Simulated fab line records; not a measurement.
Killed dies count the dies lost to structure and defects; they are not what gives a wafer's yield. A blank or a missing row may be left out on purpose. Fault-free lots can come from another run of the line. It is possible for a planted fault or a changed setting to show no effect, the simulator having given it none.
Matching of chambers ; flow nand_harc ; pecvd-01 running NHARC_A_BONDPAD_DEP_00: 3 sister chambers
The step deposits SiCN, target thk 250 nm. 14 wafers are shown with their chamber, then 7 later ones without.

== WAFERS, EACH WITH ITS CHAMBER ==
wafer;chamber;heater_power_w (W);chamber_pressure_Torr (Torr)
L502.1;0;658;2.994
L502.2;1;527;2.990
L502.3;2;625;3.003
L504.2;1;600;3.004
L504.3;2;714;3.002
L504.5;2;739;2.997
L506.2;1;611;2.992
L506.3;0;614;3.002
L506.5;1;599;3.000
L509.1;0;597;2.999
L509.2;2;671;3.002
L509.6;0;612;3.006
L508.1;1;560;2.995
L508.2;2;679;3.002

SIGNATURES (means of the wafers above)
reading;chamber 0;chamber 1;chamber 2;scatter within a chamber
heater_power_w;620.25;579.40;685.60;36.4
chamber_pressure_Torr;3.00025;2.99620;3.00120;0.0046
Rule: for a wafer and a chamber, the distance is found by dividing, reading by reading, the gap between the wafer's reading and the chamber's mean by the reading's scatter, squaring, summing and taking the root. If the next closest chamber is less than 2 further off than the closest, the wafer can't be placed; otherwise it belongs to the closest. The scatter is the square root of a quotient: the sum, over the shown wafers, of each reading's squared deviation from its chamber's mean, divided by wafers minus chambers.

== WAFERS MISSING THEIR CHAMBER ==
wafer;heater_power_w (W);chamber_pressure_Torr (Torr)
L508.5;605;3.007
L524.3;655;2.995
L524.4;729;3.004
L524.6;656;2.996
L521.1;680;2.991
L521.2;736;2.999
L521.4;647;2.988

== WHICH CHAMBER EACH ONE RAN IN ==
wafer;from the rows above;in truth
L508.5;can't be placed: 0 or 1 or 2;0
L524.3;can't be placed: 0 or 2 or 1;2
L524.4;can't be placed: 2 or 0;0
L524.6;can't be placed: 0 or 2 or 1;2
L521.1;can't be placed: 2 or 0 or 1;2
L521.2;can't be placed: 2 or 0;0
L521.4;can't be placed: 1 or 0 or 2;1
Placed correctly: 0 of 7. Can't be placed from these rows: 7 (the true chamber is among the candidates in 7). 0 placed wrongly.
